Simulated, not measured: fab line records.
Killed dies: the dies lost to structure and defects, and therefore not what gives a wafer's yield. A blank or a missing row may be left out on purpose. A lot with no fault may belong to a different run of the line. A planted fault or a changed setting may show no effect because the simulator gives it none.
A struck lot beside a sound one || flow nand_harc || 14 out of 1302 route steps
Sound: these wafers, L211.4, L211.5, L211.6. The struck wafers were L223.3, L223.4, L223.6. The cause is named last.
For every step that has rows: the tool of each side, followed by ch and its chambers, followed by its first start. Under that, the readings that differ: sound wafers || struck wafers || difference of the means || sigmas: that difference in standard deviations of wafers without a fault.
alike: readings whose means differ by less than 2 such deviations, and words and numbers that are the same on both sides. not compared: withheld readings, readings that some wafer has no value for, bounds like >300 that may hide the same value, and numbers for which the record gives no deviation and whose values overlap.
The two part at a step that has a row with sigmas, a row that says differs or no value, or rows on one side only. When numbers do not overlap yet have no deviation, they are printed without sigmas and do not part them. A reading missing from all wafers of one side parts the sides only when that side holds two or more wafers.

NHARC_A_STAIRCASE_ETCH_221: etches the open film in C4F8/O2, target depth 100 nm, time 40.5 s.
  sound: rie_diel-03 ch 0,1,2; struck: rie_diel-11 ch 1,2
  alike: oes_product_au, rf_vpp_V
  not compared: rf_hours_counter_h
then, 1 step without rows for these wafers: NHARC_A_STAIRCASE_TRIM_222 (chemistry O2, time 211.2 s).
NHARC_A_STAIRCASE_ETCH_223: etches the open film in C4F8/O2, target depth 100 nm, time 40.5 s.
  sound: rie_diel-03 ch 0,1,2; struck: rie_diel-11 ch 0,3
  alike: oes_product_au, rf_vpp_V
  not compared: rf_hours_counter_h
then, 2 steps without rows for these wafers: NHARC_A_STAIRCASE_TRIM_224 (chemistry O2, time 211.2 s); NHARC_A_STAIRCASE_ETCH_225 (etches the open film in C4F8/O2, target depth 100 nm, time 40.5 s).
NHARC_A_STAIRCASE_TRIM_226: chemistry O2, time 211.2 s.
  sound: rie_diel-03 ch 2,3; struck: rie_diel-11 ch 0,2
  alike: chamber_pressure_mTorr, drypump_motor_current_A, mfc_ar_sccm, oes_product_au, rf_vpp_V, showerhead_plenum_p_Torr, throttle_valve_pct
  not compared: rf_hours_counter_h
then, 1 step without rows for these wafers: NHARC_A_STAIRCASE_ETCH_227 (etches the open film in C4F8/O2, target depth 100 nm, time 40.5 s).
NHARC_A_STAIRCASE_TRIM_229: chemistry O2, time 211.2 s.
  sound on rie_diel-04 ch 0,1, day 19 01:40; struck on rie_diel-11 ch 1,2,3, day 23 23:34
  alike: chamber_pressure_mTorr, drypump_motor_current_A, mfc_ar_sccm, oes_product_au, rf_vpp_V, showerhead_plenum_p_Torr, throttle_valve_pct
  not compared: rf_hours_counter_h
then, 2 steps without rows for these wafers: NHARC_A_STAIRCASE_ETCH_230 (etches the open film in C4F8/O2, target depth 100 nm, time 40.5 s); NHARC_A_STAIRCASE_TRIM_231 (chemistry O2, time 211.2 s).
NHARC_A_STAIRCASE_ETCH_232: etches the open film in C4F8/O2, target depth 100 nm, time 40.5 s.
  sound: rie_diel-04 ch 0,1,3; struck: rie_diel-11 ch 0,2,3
  alike: oes_product_au, rf_vpp_V
  not compared: rf_hours_counter_h
NHARC_A_STAIRCASE_TRIM_233: chemistry O2, time 211.2 s.
  sound on rie_diel-04 ch 0,1,3, day 19 02:11; struck on rie_diel-11 ch 0,1,2, day 24 00:02
  no value came back on the struck wafers for any of 8 readings (bias_w (W), chamber_pressure_mTorr (mTorr) and others); on the sound wafers bias_w (W) reads 0 0 0
  not compared: rf_hours_counter_h
then, 1 step without rows for these wafers: NHARC_A_STAIRCASE_ETCH_234 (etches the open film in C4F8/O2, target depth 100 nm, time 40.5 s).
-- jump in the record: it breaks off in module A_STAIRCASE and resumes in module END (first step shown: number 1302 of the route), and 8 days separate the struck wafers' starts before and after --
NHARC_END_SORT_01:
  the record has rows for the struck wafers here (prober-01 ch 0, day 32 04:44) and none for the sound ones

## WHERE THEY PART
Last at NHARC_END_SORT_01 as far as this record goes, first at NHARC_A_STAIRCASE_TRIM_233.

WHY: what had been put in by the simulator
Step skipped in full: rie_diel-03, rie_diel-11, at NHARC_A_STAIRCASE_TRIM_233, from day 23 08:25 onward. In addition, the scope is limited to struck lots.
